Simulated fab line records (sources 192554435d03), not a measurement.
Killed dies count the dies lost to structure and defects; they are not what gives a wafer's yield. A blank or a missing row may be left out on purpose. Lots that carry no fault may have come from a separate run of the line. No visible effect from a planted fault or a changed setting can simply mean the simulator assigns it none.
What tool caused it? + flow n5-finfet + 10 lots, 28 wafers sampled, at 5 steps of a route of 1938

## WHAT EACH GAUGE READ, for each wafer
N5_BEOL_M0_SAQP_THK_MEAS_05. Usual: thk-nm at 59.7 nm, with a standard deviation of 0.87.
| lot  | measured     | on            | thk-nm (nm)    | flag |
|------|--------------|---------------|----------------|------|
| L304 | day 5 14:55  | film-metro-02 | 59.9 61.1 61.9 |      |
| L306 | day 5 19:44  | film-metro-01 | 59.4 60.4 59.0 |      |
| L307 | day 6 05:43  | film-metro-01 | 59.3 59.7 59.9 |      |
| L312 | day 7 08:50  | film-metro-02 | 58.7 59.8      |      |
| L314 | day 7 22:04  | film-metro-01 | 59.2 59.2      |      |
| L318 | day 9 01:31  | film-metro-01 | 60.6 62.0 61.9 |      |
| L319 | day 9 12:49  | film-metro-02 | 60.3 60.1 60.0 |      |
| L320 | day 9 18:46  | film-metro-01 | 59.9 59.2 59.8 |      |
| L321 | day 9 21:59  | film-metro-02 | 57.8 59.2 58.9 |      |
| L324 | day 10 12:02 | film-metro-01 | 59.0 59.5 59.7 |      |

N5_BEOL_M4_RC_MEAS_101. Usual: DIBL_N 36.1 mV/V, standard deviation 2; DIBL_P 36.3 mV/V, standard deviation 2.4; IOFF_N 0.15 nA/um, standard deviation 0.035; IOFF_P 0.21 nA/um, standard deviation 0.039; ION_N 672 uA/um, standard deviation 15; ION_P 463 uA/um, standard deviation 9.7; SS_N 71.5 mV/dec, standard deviation 0.7; SS_P 73.2 mV/dec, standard deviation 0.75; VT_N 251 mV, standard deviation 3.6; VT_P -250 mV, standard deviation 3.8.
| lot  | measured     | on        | DIBL_N (mV/V)  | DIBL_P (mV/V)  | IOFF_N (nA/um) | IOFF_P (nA/um) | ION_N (uA/um) | ION_P (uA/um) | SS_N (mV/dec)  | SS_P (mV/dec)  | VT_N (mV)   | VT_P (mV)      | flag |
|------|--------------|-----------|----------------|----------------|----------------|----------------|---------------|---------------|----------------|----------------|-------------|----------------|------|
| L304 | day 8 06:25  | prober-01 | 33.8 35.8 36.9 | 33.2 36.5 37.2 | 0.12 0.14 0.15 | 0.18 0.22 0.24 | 676 670 669   | 466 468 466   | 70.3 71.2 71.5 | 72.8 73.4 73.8 | 255 252 253 | -252 -247 -248 |      |
| L306 | day 8 08:31  | prober-01 | 32.3 37.0 35.8 | 33.3 38.7 37.5 | 0.11 0.19 0.16 | 0.18 0.27 0.25 | 672 694 688   | 481 481 484   | 71.6 71.2 71.5 | 72.3 73.3 73.6 | 254 247 249 | -248 -245 -247 |      |
| L307 | day 9 00:01  | prober-02 | 35.3 31.4 32.5 | 37.2 32.2 32.9 | 0.12 0.08 0.08 | 0.16 0.11 0.11 | 675 637 631   | 453 439 434   | 71.4 69.7 70.5 | 73.3 71.6 72.3 | 253 260 261 | -258 -262 -262 |      |
| L312 | day 9 22:42  | prober-02 | 35.3 35.2      | 35.3 34.5      | 0.12 0.12      | 0.18 0.16      | 657 653       | 461 458       | 71.7 71.4      | 73.2 73.0      | 255 254     | -255 -257      |      |
| L314 | day 10 05:26 | prober-01 | 34.6 36.7      | 34.5 38.1      | 0.12 0.17      | 0.15 0.21      | 653 671       | 442 457       | 72.0 72.0      | 72.8 73.1      | 256 248     | -254 -253      |      |
| L318 | day 11 12:26 | prober-02 | 37.0 34.1 35.9 | 37.2 33.6 35.8 | 0.17 0.12 0.15 | 0.24 0.17 0.21 | 696 655 687   | 474 457 474   | 71.3 70.9 70.9 | 72.7 72.2 73.0 | 247 253 252 | -248 -253 -252 |      |
| L319 | day 11 23:55 | prober-01 | 35.3 39.3 34.5 | 35.0 39.7 34.1 | 0.14 0.23 0.14 | 0.22 0.30 0.21 | 673 675 684   | 471 467 477   | 71.3 72.1 70.8 | 72.7 73.5 72.3 | 249 247 248 | -248 -242 -248 |      |
| L320 | day 12 12:00 | prober-02 | 33.3 38.0 34.9 | 33.1 38.7 33.5 | 0.13 0.20 0.13 | 0.18 0.27 0.17 | 667 680 664   | 452 462 451   | 70.4 72.8 72.6 | 72.3 73.7 73.3 | 250 247 253 | -254 -248 -250 |      |
| L321 | day 12 15:20 | prober-02 | 37.7 36.5 33.0 | 37.9 36.8 32.1 | 0.17 0.17 0.10 | 0.25 0.25 0.16 | 685 682 655   | 477 478 458   | 72.1 71.6 70.3 | 73.7 73.6 71.6 | 249 249 259 | -248 -247 -254 |      |
| L324 | day 12 23:37 | prober-02 | 36.1 34.5 33.7 | 38.5 35.5 33.6 | 0.17 0.14 0.12 | 0.24 0.20 0.17 | 673 666 662   | 474 462 456   | 71.7 72.0 71.0 | 74.1 73.4 72.7 | 250 250 252 | -250 -251 -255 |      |

## WHAT TOOL EACH LOT RAN ON (gives the tool, then ch and the chambers of the sampled wafers, and finally the start)
| lot  | N5_BEOL_M0_SAQP_HM_DEP_111      | N5_BEOL_M0_SAQP_HM_OPEN_112        | N5_BEOL_M0_SAQP_RECESS_114         |
|------|---------------------------------|------------------------------------|------------------------------------|
| L304 | pecvd-01 ch 1,2, day 5 14:57    | rie-diel-06 ch 1,2,3, day 5 15:54  | vapor-etch-01 ch 1, day 5 16:13    |
| L306 | pecvd-01 ch 0,1, day 5 19:46    | rie-diel-03 ch 0,1, day 5 20:41    | vapor-etch-01 ch 0,1, day 5 21:09  |
| L307 | pecvd-03 ch 1,2, day 6 05:46    | rie-diel-03 ch 0,1,3, day 6 06:22  | vapor-etch-02 ch 0,1, day 6 06:41  |
| L312 | pecvd-01 ch 1,2, day 7 08:52    | rie-diel-03 ch 1,3, day 7 09:36    | vapor-etch-01 ch 0,1, day 7 09:55  |
| L314 | pecvd-01 ch 0,1, day 7 22:07    | rie-diel-03 ch 2,3, day 7 22:43    | vapor-etch-02 ch 0,1, day 7 23:01  |
| L318 | pecvd-01 ch 0,2, day 9 01:34    | rie-diel-06 ch 0,3, day 9 02:17    | vapor-etch-01 ch 0,1, day 9 02:38  |
| L319 | pecvd-03 ch 0,1, day 9 12:52    | rie-diel-02 ch 0,1,3, day 9 13:35  | vapor-etch-02 ch 0,1, day 9 13:54  |
| L320 | pecvd-02 ch 0,1, day 9 18:48    | rie-diel-02 ch 2,3, day 9 19:25    | vapor-etch-01 ch 0,1, day 9 19:44  |
| L321 | pecvd-02 ch 0,1, day 9 22:01    | rie-diel-06 ch 0,3, day 9 22:46    | vapor-etch-01 ch 0,1, day 9 23:05  |
| L324 | pecvd-03 ch 0,1,2, day 10 12:04 | rie-diel-02 ch 0,1,3, day 10 12:40 | vapor-etch-02 ch 0,1, day 10 12:59 |
- N5_BEOL_M0_SAQP_HM_DEP_111: deposits SiO2 from SiH4/N2O, target thk 12 nm, time 7.2 s.
- N5_BEOL_M0_SAQP_HM_OPEN_112: chemistry CHF3/O2, target SiO2, stops on a-Si, target depth 12 nm, time 13.5 s.
- N5_BEOL_M0_SAQP_RECESS_114: chemistry HF/NH3, target SiO2, target depth 14.4 nm, afs cycles 3, sublimation time 60 s.

## AS READ BY THE TOOLS THEMSELVES (means over the sampled wafers that have a number; for cases with no such wafer, the mark the record gives instead)
N5_BEOL_M0_SAQP_HM_DEP_111. Usual: heater-power-w 739 W, standard deviation 91; rf-fwd-power-W 272.9 W, standard deviation 0.96; showerhead-plenum-p-Torr 8.14 Torr, standard deviation 0.14.
| lot  | tool     | heater-power-w (W) | rf-fwd-power-W (W) | showerhead-plenum-p-Torr (Torr) | flag |
|------|----------|--------------------|--------------------|---------------------------------|------|
| L304 | pecvd-01 | 665                | 273.3              | 8.13                            |      |
| L306 | pecvd-01 | 699                | 272.3              | 8.26                            |      |
| L307 | pecvd-03 | 686                | 272.3              | 8.10                            |      |
| L312 | pecvd-01 | 682                | 272.7              | 8.17                            |      |
| L314 | pecvd-01 | 742                | 272.3              | 8.25                            |      |
| L318 | pecvd-01 | 671                | 272.2              | 8.18                            |      |
| L319 | pecvd-03 | 662                | 272.9              | 7.98                            |      |
| L320 | pecvd-02 | 732                | 272.6              | 8.19                            |      |
| L321 | pecvd-02 | 883                | 272.2              | 8.19                            |      |
| L324 | pecvd-03 | 738                | 273.2              | 8.11                            |      |

N5_BEOL_M0_SAQP_HM_OPEN_112. Usual: chamber-pressure-mTorr 29.995 mTorr, standard deviation 0.027; drypump-motor-current-A 5.9 A, standard deviation 0.43; mfc-ar-sccm 200.0 sccm, standard deviation 0.51; oes-product-au 0.52 a.u., standard deviation 0.059; rf-fwd-power-W 644.5 W, standard deviation 2.3; rf-vpp-V 531 V, standard deviation 15; showerhead-plenum-p-Torr 2.42 Torr, standard deviation 0.073; throttle-valve-pct 18.83 %, standard deviation 0.24.
| lot  | tool        | chamber-pressure-mTorr (mTorr) | drypump-motor-current-A (A) | mfc-ar-sccm (sccm) | oes-product-au (a.u.) | rf-fwd-power-W (W) | rf-vpp-V (V) | showerhead-plenum-p-Torr (Torr) | throttle-valve-pct (%) | flag |
|------|-------------|--------------------------------|-----------------------------|--------------------|-----------------------|--------------------|--------------|---------------------------------|------------------------|------|
| L304 | rie-diel-06 | 29.980                         | 5.4                         | 200.2              | 0.52                  | 644.3              | 539          | 2.44                            | 18.84                  |      |
| L306 | rie-diel-03 | 30.020                         | 6.0                         | 199.7              | 0.46                  | 641.9              | 533          | 2.35                            | 18.84                  |      |
| L307 | rie-diel-03 | 29.988                         | 5.9                         | 199.7              | 0.46                  | 644.5              | 528          | 2.39                            | 18.95                  |      |
| L312 | rie-diel-03 | 29.986                         | 5.7                         | 200.4              | 0.44                  | 643.8              | 522          | 2.40                            | 19.08                  |      |
| L314 | rie-diel-03 | 30.031                         | 6.2                         | 200.2              | 0.51                  | 643.4              | 537          | 2.48                            | 18.81                  |      |
| L318 | rie-diel-06 | 29.985                         | 5.8                         | 200.2              | 0.55                  | 644.1              | 522          | 2.48                            | 18.90                  |      |
| L319 | rie-diel-02 | 29.989                         | 6.0                         | 200.2              | 0.50                  | 645.5              | 530          | 2.42                            | 18.62                  |      |
| L320 | rie-diel-02 | 30.009                         | 5.8                         | 200.3              | 0.60                  | 645.7              | 526          | 2.36                            | 18.71                  |      |
| L321 | rie-diel-06 | 29.993                         | 5.6                         | 200.0              | 0.56                  | 641.2              | 529          | 2.51                            | 18.76                  |      |
| L324 | rie-diel-02 | 30.041                         | 6.0                         | 200.3              | 0.50                  | 645.1              | 529          | 2.42                            | 18.63                  |      |

N5_BEOL_M0_SAQP_RECESS_114. Usual: drypump-motor-current-A at 5.9 A, with a standard deviation of 0.35.
| lot  | tool          | drypump-motor-current-A (A) | flag |
|------|---------------|-----------------------------|------|
| L304 | vapor-etch-01 | 6.3                         |      |
| L306 | vapor-etch-01 | 6.0                         |      |
| L307 | vapor-etch-02 | 6.0                         |      |
| L312 | vapor-etch-01 | 5.9                         |      |
| L314 | vapor-etch-02 | 6.0                         |      |
| L318 | vapor-etch-01 | 6.1                         |      |
| L319 | vapor-etch-02 | 6.0                         |      |
| L320 | vapor-etch-01 | 6.0                         |      |
| L321 | vapor-etch-01 | 6.0                         |      |
| L324 | vapor-etch-02 | 6.0                         |      |

## THE ANSWER, worked out from the rows above alone
Rule: take the mean of a lot's wafers that have a number; if it is more than 3 standard deviations from the usual mean, the lot is off. A lot without any number at a reading at which 4 lots or more have one is off too. All remaining lots with rows at the step are treated as sound. After the gauges, taken in route order, come the tools' own readings; for these a lot's mean is taken, as printed above. The first step at which some lot is off is used, and at that step the reading that is off furthest; a lot without a number counts as furthest.
Across all readings shown, no lot is off: no conclusion can be drawn from this.

## WHAT THE SIMULATOR PUT IN
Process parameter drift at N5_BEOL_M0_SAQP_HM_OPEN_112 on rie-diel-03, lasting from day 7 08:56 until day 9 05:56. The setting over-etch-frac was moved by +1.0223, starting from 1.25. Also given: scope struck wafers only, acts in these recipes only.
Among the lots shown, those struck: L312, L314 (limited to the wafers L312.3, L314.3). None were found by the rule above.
